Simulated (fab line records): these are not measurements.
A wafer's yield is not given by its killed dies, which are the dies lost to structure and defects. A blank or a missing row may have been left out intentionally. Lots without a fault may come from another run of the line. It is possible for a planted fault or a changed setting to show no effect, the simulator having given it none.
A lot that was struck, set against a sound lot || flow n5-finfet || 37 out of 1938 route steps
Sound: these wafers, L669.1, L669.2, L669.5. Struck: wafers L657.1, L657.5, L657.6. The cause is given at the end.
At each step with rows: each side's tool, then ch and its chambers, then its first start. Under that, the readings that differ: sound wafers || struck wafers || difference of the means || sigmas: that difference in standard deviations of wafers without a fault.
alike: readings whose means differ by less than 2 such deviations, and words and numbers that are the same on both sides. not compared: withheld readings, readings that some wafer has no value for, bounds like >300 that may hide the same value, and numbers for which the record gives no deviation and whose values overlap.
Wherever a step has rows on one side only, a row that says differs or no value, or a row with sigmas, the two part there. When numbers do not overlap yet have no deviation, they are printed without sigmas and do not part them. A reading that every wafer of one side lacks parts them only if that side has two wafers or more.

first, 9 steps without rows for these wafers: N5_WELL_APT_COAT_19 (resist thk 950 nm); N5_WELL_APT_EBR_21; N5_WELL_APT_SOFTBAKE_20 (time 60 s); N5_WELL_APT_EXPOSE_22 (exposes mask PWELL, defocus 0 nm, target cd 200 nm); N5_WELL_APT_PEB_23 (peb time 90 s); N5_WELL_APT_DEVELOP_24 (develop time 45 s); N5_WELL_APT_HARDBAKE_29 (time 120 s); N5_WELL_APT_DESCUM_30 (chemistry O2, time 7.9 s); N5_WELL_APT_IMPLANT_31.
N5_WELL_APT_IMPLANT_32:
  sound on implanter-02 ch 0, day 7 09:50; struck on implanter-02 ch 0, day 4 09:33
{"reading": "dose-ions-cm2", "sound": "1.9951e+13 2.0003e+13 1.9963e+13", "struck": "2.6671e+13 2.667e+13 2.6687e+13", "difference": "+6.7037e+12", "sigmas": "+99 or more"}
{"reading": "faraday-current-uA", "sound": "253 260 248", "struck": "331 350 339", "difference": "+86", "sigmas": "+19"}
then, 25 steps without rows for these wafers: N5_WELL_APT_STRIP_33 (strips in SPM, time 900 s); N5_WELL_APT_RTA_34 (time 10 s); N5_WELL_APT_OXIDE_STRIP_42 (strips SiO2 in dHF, time 45 s, target depth 12 nm); N5_WELL_APT_PRECLEAN_36 (cleans in O3/DIW, time 45 s); N5_WELL_APT_PRECLEAN_39 (cleans in dHF, time 60 s); N5_WELL_APT_SRD_37 (time 30 s); N5_WELL_APT_EPI_41 (deposits Si from SiH4/H2, target thk 50 nm, time 297.7 s); N5_PMOS_HMC_CHANNEL_EPI_HM_DEP_34 (deposits SiO2 from TEOS/O2, target thk 36 nm, time 6.9 s); N5_PMOS_HMC_CHANNEL_EPI_COAT_31 (time 60 s, resist thk 66 nm); N5_PMOS_HMC_CHANNEL_EPI_COAT_03 (resist thk 205 nm); N5_PMOS_HMC_CHANNEL_EPI_EBR_05; N5_PMOS_HMC_CHANNEL_EPI_SOFTBAKE_04 (time 60 s); N5_PMOS_HMC_CHANNEL_EPI_EXPOSE_06 (exposes mask PMOS HMC BLK, target cd 240 nm); N5_PMOS_HMC_CHANNEL_EPI_PEB_07 (peb time 60 s); N5_PMOS_HMC_CHANNEL_EPI_DEVELOP_08 (develop time 30 s); N5_PMOS_HMC_CHANNEL_EPI_DESCUM_14 (chemistry O2, time 7.9 s); N5_PMOS_HMC_CHANNEL_EPI_ETCH_32 (etches BARC in N2/H2, stops on SiO2, target depth 85.8 nm, time 50.3 s); N5_PMOS_HMC_CHANNEL_EPI_HM_OPEN_15 (chemistry CHF3/O2, target SiO2, target depth 40.6 nm, time 20.3 s); N5_PMOS_HMC_CHANNEL_EPI_STRIP_33 (strips in N2/H2); N5_PMOS_HMC_CHANNEL_EPI_STRIP_17 (strips in SPM, time 750 s); N5_PMOS_HMC_CHANNEL_EPI_ETCH_38 (etches SiO2 in CF4, target depth 1.5 nm); N5_PMOS_HMC_CHANNEL_EPI_FIN_RECESS_16 (chemistry HBr/Cl2, target Si, target depth 54 nm, time 18 s); N5_PMOS_HMC_CHANNEL_EPI_PRECLEAN_36 (cleans in O3/DIW, time 45 s); N5_PMOS_HMC_CHANNEL_EPI_PRECLEAN_18 (cleans in DHF, time 30 s); N5_PMOS_HMC_CHANNEL_EPI_SRD_19 (time 30 s).
-- a jump in the record: the struck wafers' starts before and after are 7 days apart (it breaks off in module PMOS_HMC_CHANNEL_EPI and resumes in module BEOL_M4, where the first step shown is number 1111 of the route) --
N5_BEOL_M4_RC_MEAS_101:
  sound on prober-02 ch 0, day 14 01:35; struck on prober-02 ch 0, day 11 04:26
{"reading": "CJ_N", "sound": "4.36 4.31 4.46", "struck": "5.10 5.19 5.02", "difference": "+0.73", "sigmas": "+8"}
{"reading": "IOFF_N_LONG (nA/um)", "sound": "5.91e-05 5.82e-05 5.94e-05", "struck": "7.12e-05 7.2e-05 6.94e-05", "difference": "+1.20e-05", "sigmas": "+4"}
{"reading": "VT_N (mV)", "sound": "253 255 255", "struck": "242 248 248", "difference": -8, "sigmas": -2}
  alike: DIBL_N, DIBL_P, IOFF_N, IOFF_P, ION_N, ION_P, SS_N, SS_P, VT_P
-- record jumps: 4 days separate the struck wafers' starts on either side; left off in module BEOL_M4, taken up again in module PASSIVATION, whose first shown step is the route's number 1936 --
N5_PASSIVATION_PROBE_49:
  sound on prober-01, day 18 06:08; struck on prober-02, day 15 14:56
{"reading": "killed_at_M4_up", "sound": "30 19 18", "struck": "12 12 11", "difference": -11, "sigmas": -2}
{"reading": "killed-at-contacts", "sound": "11 6 8", "struck": "31 22 25", "difference": "+18", "sigmas": "+3"}
{"reading": "killed-at-other", "sound": "8 8 11", "struck": "6 0 2", "difference": -6, "sigmas": -2}
  alike: defect-limited-yield, killed_at_M0_to_M3, killed-at-front-end, killed-dies, killed-on-rim, killed-open, killed-short, sort_bin_5_function, sort_bin_6_memory, sort_bin_8_speed, sort-n-pass, sort-yield-pct

## WHERE THEY PART
Earliest at N5_WELL_APT_IMPLANT_32; latest, in this record, at N5_PASSIVATION_PROBE_49.

WHY: what the simulator had put in
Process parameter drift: implanter-02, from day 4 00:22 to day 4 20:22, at N5_WELL_APT_IMPLANT_32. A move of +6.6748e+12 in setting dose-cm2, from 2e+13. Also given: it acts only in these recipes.
